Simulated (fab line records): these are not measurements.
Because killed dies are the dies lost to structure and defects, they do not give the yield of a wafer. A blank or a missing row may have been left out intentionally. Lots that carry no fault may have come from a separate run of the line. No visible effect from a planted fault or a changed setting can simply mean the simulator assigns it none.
Chamber matching :: flow n5Finfet :: N5_HKMG_FIN_ETCH_32 on rieDiel-02: 4 sister chambers
The step etches SOC in N2/H2, target depth 240 nm, time 300 s. 8 wafers are shown with their chamber, then 8 later ones without.

== EACH WAFER AND ITS CHAMBER ==
wafer: L077.5
chamber: 1
showerheadPlenumPTorr (Torr): 2.50
drypumpMotorCurrentA (A): 5.0

wafer: L078.2
chamber: 1
showerheadPlenumPTorr (Torr): 2.50
drypumpMotorCurrentA (A): 5.1

wafer: L078.5
chamber: 2
showerheadPlenumPTorr (Torr): 2.51
drypumpMotorCurrentA (A): 5.1

wafer: L080.5
chamber: 0
showerheadPlenumPTorr (Torr): 2.55
drypumpMotorCurrentA (A): 5.4

wafer: L082.1
chamber: 2
showerheadPlenumPTorr (Torr): 2.50
drypumpMotorCurrentA (A): 5.1

wafer: L082.3
chamber: 3
showerheadPlenumPTorr (Torr): 2.66
drypumpMotorCurrentA (A): 5.4

wafer: L082.5
chamber: 3
showerheadPlenumPTorr (Torr): 2.66
drypumpMotorCurrentA (A): 5.4

wafer: L083.1
chamber: 0
showerheadPlenumPTorr (Torr): 2.55
drypumpMotorCurrentA (A): 5.4

== WAFERS WITHOUT THEIR CHAMBER ==
wafer: L083.3
showerheadPlenumPTorr (Torr): 2.66
drypumpMotorCurrentA (A): 5.4

wafer: L083.4
showerheadPlenumPTorr (Torr): 2.50
drypumpMotorCurrentA (A): 5.1

wafer: L084.2
showerheadPlenumPTorr (Torr): 2.50
drypumpMotorCurrentA (A): 5.2

wafer: L084.4
showerheadPlenumPTorr (Torr): 2.66
drypumpMotorCurrentA (A): 5.4

wafer: L084.6
showerheadPlenumPTorr (Torr): 2.49
drypumpMotorCurrentA (A): 5.0

wafer: L087.3
showerheadPlenumPTorr (Torr): 2.50
drypumpMotorCurrentA (A): 5.1

wafer: L087.4
showerheadPlenumPTorr (Torr): 2.54
drypumpMotorCurrentA (A): 5.4

wafer: L087.5
showerheadPlenumPTorr (Torr): 2.50
drypumpMotorCurrentA (A): 5.1

== CHAMBER TAKEN BY EACH ==
wafer: L083.3
from the rows above: 3
in truth: 3

wafer: L083.4
from the rows above: can't be placed: 1 or 2
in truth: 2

wafer: L084.2
from the rows above: can't be placed: 2 or 1
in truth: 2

wafer: L084.4
from the rows above: 3
in truth: 3

wafer: L084.6
from the rows above: can't be placed: 1 or 2
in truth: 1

wafer: L087.3
from the rows above: can't be placed: 1 or 2
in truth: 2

wafer: L087.4
from the rows above: 0
in truth: 0

wafer: L087.5
from the rows above: can't be placed: 1 or 2
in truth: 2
Correctly placed: 3 of 8. Unplaceable from these rows: 5, with the true chamber sitting among the candidates in 5. 0 placed wrongly.
How it was worked out, from the rows above alone: a wafer's distance from a chamber is the root of the sum, over the readings, of the square of ((its reading less the chamber's mean) divided by the reading's scatter). If the next closest chamber is less than 2 further off than the closest, the wafer can't be placed; otherwise it belongs to the closest. The mean given for a chamber averages the wafers shown for that chamber. The scatter: the root of (the sum of the squares of (reading less its chamber's mean) over the shown wafers, divided by (wafers less chambers)).
